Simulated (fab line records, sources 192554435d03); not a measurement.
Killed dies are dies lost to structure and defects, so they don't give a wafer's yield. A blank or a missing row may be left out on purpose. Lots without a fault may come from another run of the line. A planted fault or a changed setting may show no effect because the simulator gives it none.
Which tool did it? | flow n5_finfet | 24 lots, 72 wafers sampled, at 6 steps of a route of 1938

WHAT THE GAUGES READ, wafer by wafer
N5_BEOL_M8_THK_MEAS_53: measures by xrf.
lot  | measured     | on            | M8_THK (nm)
L074 | day 9 09:11  | film_metro-02 | 77.0 78.3 79.9
L075 | day 9 22:05  | film_metro-02 | 81.3 80.9 79.7
L076 | day 9 23:22  | film_metro-02 | 79.7 81.2 80.9
L077 | day 10 07:18 | film_metro-02 | 79.4 78.6 79.9
L078 | day 10 07:56 | film_metro-02 | 79.7 80.1 80.5
L079 | day 10 15:43 | film_metro-01 | 76.2 78.3 76.9
L080 | day 10 20:44 | film_metro-02 | 79.9 80.5 79.8
L082 | day 11 09:04 | film_metro-02 | 81.5 81.1 80.1
L081 | day 11 09:25 | film_metro-01 | 78.5 78.1 76.7
L083 | day 11 11:19 | film_metro-02 | 78.1 76.0 76.8
L084 | day 11 17:23 | film_metro-01 | 77.5 77.7 77.3
L085 | day 12 05:27 | film_metro-02 | 78.1 79.7 81.4
L088 | day 12 15:04 | film_metro-02 | 76.4 75.6 78.6
L086 | day 12 16:04 | film_metro-02 | 81.6 81.5 80.0
L087 | day 12 15:36 | film_metro-02 | 77.8 77.0 77.4
L089 | day 13 11:55 | film_metro-01 | 77.3 78.0 80.2
L090 | day 13 16:51 | film_metro-01 | 79.7 79.4 78.7
L091 | day 13 19:18 | film_metro-02 | 78.8 79.7 80.1
L093 | day 14 00:03 | film_metro-01 | 81.6 79.5 80.8
L092 | day 14 06:00 | film_metro-02 | 76.4 77.5 75.0
L094 | day 14 11:53 | film_metro-01 | 75.5 78.5 76.0
L095 | day 14 15:30 | film_metro-01 | 77.7 78.6 77.4
L097 | day 15 02:14 | film_metro-01 | 80.3 78.8 79.2
L096 | day 15 07:04 | film_metro-02 | 79.2 77.7 77.1

N5_BEOL_M9_CD_MEAS_11: target cd 64.1 nm.
lot  | measured     | on        | cd_nm (nm)
L074 | day 9 10:38  | cd_sem-03 | 64.1 63.6 64.6
L075 | day 9 23:42  | cd_sem-01 | 63.6 63.5 63.7
L076 | day 10 07:48 | cd_sem-03 | 64.4 63.5 64.5
L077 | day 10 09:21 | cd_sem-03 | 64.1 64.2 63.9
L078 | day 10 09:31 | cd_sem-02 | 64.4 64.4 64.3
L079 | day 10 18:20 | cd_sem-02 | 63.2 62.8 63.8
L080 | day 10 23:54 | cd_sem-03 | 64.6 64.7 65.0
L082 | day 11 11:10 | cd_sem-02 | 64.1 64.1 64.6
L081 | day 11 14:33 | cd_sem-01 | 64.7 64.0 63.8
L083 | day 11 14:55 | cd_sem-02 | 64.2 63.6 63.7
L084 | day 11 19:16 | cd_sem-02 | 63.8 64.2 63.5
L085 | day 12 07:59 | cd_sem-03 | 64.1 64.9 64.0
L088 | day 12 17:55 | cd_sem-02 | 64.7 64.4 64.2
L086 | day 12 18:27 | cd_sem-03 | 63.9 63.7 63.7
L087 | day 12 18:15 | cd_sem-03 | 63.8 63.9 64.0
L089 | day 13 14:46 | cd_sem-02 | 64.1 63.8 63.5
L090 | day 13 18:50 | cd_sem-01 | 64.1 64.3 64.1
L091 | day 13 21:04 | cd_sem-03 | 64.2 63.7 64.1
L093 | day 14 02:44 | cd_sem-02 | 64.9 64.4 64.9
L092 | day 14 08:43 | cd_sem-03 | 63.7 64.3 64.0
L094 | day 14 14:52 | cd_sem-02 | 64.9 64.1 64.5
L095 | day 14 17:51 | cd_sem-03 | 64.3 65.0 64.4
L097 | day 15 04:17 | cd_sem-02 | 64.3 64.2 64.4
L096 | day 15 09:47 | cd_sem-01 | 64.0 64.3 64.2

WHICH TOOL RAN EACH LOT (tool, then ch and the chambers of the sampled wafers, then the start)
lot  | N5_BEOL_M8_STRIP_67                | N5_BEOL_M8_ANNEAL_51             | N5_BEOL_M9_ILD_DEP_00           | N5_BEOL_M9_CURE_71
L074 | rie_diel-04 ch 0,2,3, day 9 02:43  | rtp_anneal-01 ch 0, day 9 08:36  | pecvd-04 ch 1,2, day 9 09:23    | uv_cure-02 ch 2, day 9 09:28
L075 | rie_diel-01 ch 0,2,3, day 9 16:53  | rtp_anneal-02 ch 0, day 9 21:29  | pecvd-03 ch 0,1, day 9 22:17    | uv_cure-02 ch 2, day 9 22:21
L076 | rie_diel-02 ch 0,1,3, day 9 19:16  | rtp_anneal-01 ch 0, day 9 22:55  | pecvd-04 ch 0,1,2, day 9 23:37  | uv_cure-02 ch 2, day 9 23:55
L077 | rie_diel-02 ch 0,2,3, day 10 04:10 | rtp_anneal-01 ch 0, day 10 06:42 | pecvd-04 ch 0,1, day 10 07:29   | uv_cure-01 ch 1, day 10 07:36
L078 | rie_diel-01 ch 0,1,2, day 10 04:22 | rtp_anneal-01 ch 0, day 10 07:20 | pecvd-02 ch 0,1, day 10 08:08   | uv_cure-03 ch 0, day 10 08:12
L079 | rie_diel-01 ch 1,2,3, day 10 11:28 | rtp_anneal-02 ch 0, day 10 15:15 | pecvd-02 ch 0,1,2, day 10 15:56 | uv_cure-01 ch 2, day 10 16:28
L080 | rie_diel-02 ch 0,1,3, day 10 15:53 | rtp_anneal-01 ch 0, day 10 20:09 | pecvd-04 ch 1,2, day 10 20:56   | uv_cure-01 ch 2, day 10 21:01
L082 | rie_diel-04 ch 0,3, day 11 04:11   | rtp_anneal-01 ch 0, day 11 08:31 | pecvd-04 ch 0,1,2, day 11 09:16 | uv_cure-01 ch 2, day 11 09:37
L081 | rie_diel-04 ch 2,3, day 11 04:37   | rtp_anneal-01 ch 0, day 11 08:52 | pecvd-04 ch 0,1, day 11 09:36   | uv_cure-01 ch 2, day 11 10:24
L083 | rie_diel-02 ch 1,2, day 11 04:44   | rtp_anneal-01 ch 0, day 11 10:43 | pecvd-04 ch 1,2, day 11 11:31   | uv_cure-03 ch 1, day 11 11:35
L084 | rie_diel-01 ch 0,1,2, day 11 09:40 | rtp_anneal-02 ch 0, day 11 16:47 | pecvd-03 ch 0,1,2, day 11 17:34 | uv_cure-01 ch 1, day 11 17:39
L085 | rie_diel-02 ch 0,1,2, day 12 00:30 | rtp_anneal-01 ch 0, day 12 04:52 | pecvd-02 ch 0,1,2, day 12 05:39 | uv_cure-03 ch 0, day 12 05:44
L088 | rie_diel-02 ch 0,1,3, day 12 07:52 | rtp_anneal-01 ch 0, day 12 14:28 | pecvd-03 ch 0,1,2, day 12 15:15 | uv_cure-01 ch 0, day 12 15:20
L086 | rie_diel-02 ch 1,2,3, day 12 08:13 | rtp_anneal-01 ch 0, day 12 15:27 | pecvd-03 ch 0,1, day 12 16:15   | uv_cure-01 ch 1, day 12 16:20
L087 | rie_diel-02 ch 0,1,2, day 12 09:05 | rtp_anneal-01 ch 0, day 12 15:05 | pecvd-04 ch 0,1,2, day 12 15:47 | uv_cure-03 ch 0, day 12 16:02
L089 | rie_diel-04 ch 0,3, day 13 06:59   | rtp_anneal-02 ch 0, day 13 11:19 | pecvd-04 ch 0,1, day 13 12:07   | uv_cure-03 ch 1, day 13 12:11
L090 | rie_diel-01 ch 1,3, day 13 12:44   | rtp_anneal-02 ch 0, day 13 16:16 | pecvd-02 ch 0,1, day 13 17:03   | uv_cure-01 ch 0, day 13 17:28
L091 | rie_diel-04 ch 0,3, day 13 15:11   | rtp_anneal-02 ch 0, day 13 18:48 | pecvd-04 ch 0,1,2, day 13 19:29 | uv_cure-01 ch 1, day 13 19:53
L093 | rie_diel-01 ch 0,1,2, day 13 18:58 | rtp_anneal-01 ch 0, day 13 23:28 | pecvd-04 ch 1,2, day 14 00:15   | uv_cure-03 ch 2, day 14 00:20
L092 | rie_diel-01 ch 1,2, day 13 21:31   | rtp_anneal-02 ch 0, day 14 05:25 | pecvd-04 ch 0,1,2, day 14 06:12 | uv_cure-02 ch 1, day 14 06:17
L094 | rie_diel-01 ch 1,2,3, day 14 06:29 | rtp_anneal-02 ch 0, day 14 11:18 | pecvd-02 ch 0,1,2, day 14 12:05 | uv_cure-03 ch 0, day 14 12:27
L095 | rie_diel-01 ch 1,3, day 14 08:55   | rtp_anneal-02 ch 0, day 14 14:57 | pecvd-04 ch 0,1,2, day 14 15:41 | uv_cure-01 ch 1, day 14 15:51
L097 | rie_diel-01 ch 0,2, day 14 21:55   | rtp_anneal-02 ch 0, day 15 01:44 | pecvd-03 ch 1,2, day 15 02:29   | uv_cure-01 ch 0, day 15 02:44
L096 | rie_diel-02 ch 0,1, day 15 03:42   | rtp_anneal-02 ch 0, day 15 06:28 | pecvd-04 ch 0,1,2, day 15 07:18 | uv_cure-03 ch 2, day 15 07:23
- N5_BEOL_M8_STRIP_67: strips in CF4.
- N5_BEOL_M8_ANNEAL_51: time 90 s.
- N5_BEOL_M9_ILD_DEP_00: deposits SiCOH lowk from DEMS/porogen, target thk 308.51 nm, time 58 s.
- N5_BEOL_M9_CURE_71: cures SiCOH lowk, time 240 s.

WHAT THE TOOLS THEMSELVES READ (means of the sampled wafers that have a number; where no wafer has one, the mark that the record gives instead)
N5_BEOL_M8_STRIP_67.
lot  | tool        | bias_power_w (W) | drypump_motor_current_A (A) | oes_product_au (a.u.) | rf_vpp_V (V) | showerhead_plenum_p_Torr (Torr) | throttle_valve_pct (%)
L074 | rie_diel-04 | 74.95            | 5.5                         | 0.87                  | 272.2        | 1.82                            | 13.63
L075 | rie_diel-01 | 74.81            | 5.9                         | 0.87                  | 273.5        | 1.87                            | 13.46
L076 | rie_diel-02 | 74.93            | 5.3                         | 0.79                  | 270.5        | 1.78                            | 13.64
L077 | rie_diel-02 | 75.03            | 5.2                         | 0.73                  | 269.2        | 1.76                            | 13.84
L078 | rie_diel-01 | 74.81            | 5.9                         | 0.86                  | 271.7        | 1.82                            | 13.46
L079 | rie_diel-01 | 75.05            | 6.0                         | 0.81                  | 272.3        | 1.84                            | 13.64
L080 | rie_diel-02 | 74.90            | 5.3                         | 0.78                  | 269.6        | 1.77                            | 13.66
L082 | rie_diel-04 | 75.09            | 5.5                         | 0.83                  | 271.1        | 1.81                            | 13.66
L081 | rie_diel-04 | 74.81            | 5.5                         | 0.82                  | 270.3        | 1.81                            | 13.70
L083 | rie_diel-02 | 74.81            | 5.1                         | 0.76                  | 268.9        | 1.72                            | 13.74
L084 | rie_diel-01 | 74.95            | 5.9                         | 0.84                  | 271.6        | 1.82                            | 13.50
L085 | rie_diel-02 | 75.12            | 5.3                         | 0.76                  | 270.2        | 1.74                            | 13.75
L088 | rie_diel-02 | 74.90            | 5.3                         | 0.77                  | 271.2        | 1.77                            | 13.68
L086 | rie_diel-02 | 75.21            | 5.1                         | 0.76                  | 270.3        | 1.75                            | 13.68
L087 | rie_diel-02 | 74.96            | 5.3                         | 0.76                  | 271.2        | 1.74                            | 13.76
L089 | rie_diel-04 | 74.89            | 5.4                         | 0.79                  | 271.4        | 1.80                            | 13.71
L090 | rie_diel-01 | 75.06            | 6.2                         | 0.76                  | 272.1        | 1.82                            | 13.95
L091 | rie_diel-04 | 75.01            | 5.5                         | 0.81                  | 271.2        | 1.81                            | 13.71
L093 | rie_diel-01 | 74.73            | 5.9                         | 0.81                  | 271.4        | 1.82                            | 13.53
L092 | rie_diel-01 | 74.91            | 5.9                         | 0.77                  | 270.5        | 1.78                            | 13.70
L094 | rie_diel-01 | 74.90            | 6.0                         | 0.78                  | 270.9        | 1.83                            | 13.72
L095 | rie_diel-01 | 74.72            | 6.2                         | 0.75                  | 273.0        | 1.82                            | 13.98
L097 | rie_diel-01 | 75.03            | 5.7                         | 0.84                  | 273.4        | 1.86                            | 13.32
L096 | rie_diel-02 | 74.98            | 5.4                         | 0.79                  | 270.6        | 1.75                            | 13.63

N5_BEOL_M8_ANNEAL_51.
lot  | tool          | anneal_temp_c (C) | wafer_temp_C_max
L074 | rtp_anneal-01 | 224.97            | 226.1
L075 | rtp_anneal-02 | 225.04            | 226.7
L076 | rtp_anneal-01 | 225.17            | 226.3
L077 | rtp_anneal-01 | 224.99            | 226.4
L078 | rtp_anneal-01 | 225.24            | 226.0
L079 | rtp_anneal-02 | 225.07            | 226.6
L080 | rtp_anneal-01 | 225.14            | 226.9
L082 | rtp_anneal-01 | 224.86            | 226.2
L081 | rtp_anneal-01 | 224.89            | 226.3
L083 | rtp_anneal-01 | 224.88            | 226.5
L084 | rtp_anneal-02 | 224.88            | 226.8
L085 | rtp_anneal-01 | 225.12            | 226.4
L088 | rtp_anneal-01 | 225.15            | 226.1
L086 | rtp_anneal-01 | 225.20            | 226.2
L087 | rtp_anneal-01 | 225.09            | 226.2
L089 | rtp_anneal-02 | 224.97            | 227.2
L090 | rtp_anneal-02 | 224.93            | 227.1
L091 | rtp_anneal-02 | 225.21            | 227.0
L093 | rtp_anneal-01 | 225.09            | 226.1
L092 | rtp_anneal-02 | 224.90            | 226.6
L094 | rtp_anneal-02 | 224.95            | 226.7
L095 | rtp_anneal-02 | 224.94            | 226.4
L097 | rtp_anneal-02 | 224.86            | 227.1
L096 | rtp_anneal-02 | 225.02            | 226.7

N5_BEOL_M9_ILD_DEP_00.
lot  | tool     | heater_power_w (W) | rf_fwd_power_W (W) | showerhead_plenum_p_Torr (Torr) | throttle_valve_pct (%)
L074 | pecvd-04 | 289                | 497.6              | 5.738                           | 14.2
L075 | pecvd-03 | 293                | 496.6              | 5.756                           | 13.7
L076 | pecvd-04 | 280                | 496.8              | 5.735                           | 14.4
L077 | pecvd-04 | 258                | 496.8              | 5.725                           | 14.6
L078 | pecvd-02 | 314                | 496.8              | 5.742                           | 13.5
L079 | pecvd-02 | 360                | 496.5              | 5.748                           | 13.5
L080 | pecvd-04 | 264                | 498.3              | 5.741                           | 14.3
L082 | pecvd-04 | 269                | 496.6              | 5.748                           | 14.5
L081 | pecvd-04 | 230                | 496.3              | 5.731                           | 14.4
L083 | pecvd-04 | 302                | 495.1              | 5.734                           | 14.7
L084 | pecvd-03 | 261                | 496.5              | 5.746                           | 13.8
L085 | pecvd-02 | 345                | 498.0              | 5.742                           | 13.5
L088 | pecvd-03 | 297                | 496.8              | 5.744                           | 13.8
L086 | pecvd-03 | 318                | 497.8              | 5.752                           | 13.8
L087 | pecvd-04 | 263                | 496.6              | 5.734                           | 14.4
L089 | pecvd-04 | 244                | 496.1              | 5.733                           | 14.8
L090 | pecvd-02 | 337                | 494.8              | 5.755                           | 13.8
L091 | pecvd-04 | 262                | 496.0              | 5.739                           | 14.3
L093 | pecvd-04 | 268                | 496.2              | 5.733                           | 14.6
L092 | pecvd-04 | 253                | 496.5              | 5.737                           | 14.3
L094 | pecvd-02 | 350                | 497.1              | 5.756                           | 13.4
L095 | pecvd-04 | 243                | 496.1              | 5.752                           | 14.5
L097 | pecvd-03 | 319                | 498.0              | 5.738                           | 13.9
L096 | pecvd-04 | 269                | 496.8              | 5.734                           | 14.6

N5_BEOL_M9_CURE_71.
lot  | tool       | lamp_power_pct (%) | wafer_temp_C_max
L074 | uv_cure-02 | 52.29              | 386.9
L075 | uv_cure-02 | 52.26              | 387.4
L076 | uv_cure-02 | 52.30              | 387.2
L077 | uv_cure-01 | 52.35              | 386.5
L078 | uv_cure-03 | 52.34              | 386.7
L079 | uv_cure-01 | 52.33              | 388.7
L080 | uv_cure-01 | 52.34              | 388.1
L082 | uv_cure-01 | 52.28              | 388.5
L081 | uv_cure-01 | 52.32              | 388.0
L083 | uv_cure-03 | 52.34              | 387.8
L084 | uv_cure-01 | 52.30              | 386.7
L085 | uv_cure-03 | 52.33              | 386.5
L088 | uv_cure-01 | 52.31              | 387.1
L086 | uv_cure-01 | 52.35              | 386.4
L087 | uv_cure-03 | 52.27              | 386.9
L089 | uv_cure-03 | 52.28              | 388.3
L090 | uv_cure-01 | 52.31              | 387.0
L091 | uv_cure-01 | 52.32              | 386.5
L093 | uv_cure-03 | 52.32              | 386.2
L092 | uv_cure-02 | 52.30              | 386.6
L094 | uv_cure-03 | 52.30              | 387.0
L095 | uv_cure-01 | 52.31              | 386.3
L097 | uv_cure-01 | 52.27              | 387.2
L096 | uv_cure-03 | 52.32              | 386.3

THE ANSWER, worked out from the rows above alone
Rule: what is usual is taken from the lots themselves. Put in order of their means at a reading, lots are off if they are a third of the lots or fewer, leave a main group of 4 or more, and stand apart from it by a gap of 3 or more times the standard deviation of the main group's means; of several such gaps the widest counts. A main group whose means are all the same, to the digits that the tables above print for the reading, isn't used. A lot without any number at a reading at which 4 lots or more have one is off too. The other lots that the step has rows for count as sound. The gauges are gone through in route order, then the tools' own readings, and for those a lot's mean is taken as printed above. The first step at which some lot is off is used, and at that step the reading that is off furthest; a lot without a number counts as furthest.
No lot is off at any reading shown: from this, nothing can be told.

WHAT THE SIMULATOR HAD PUT IN
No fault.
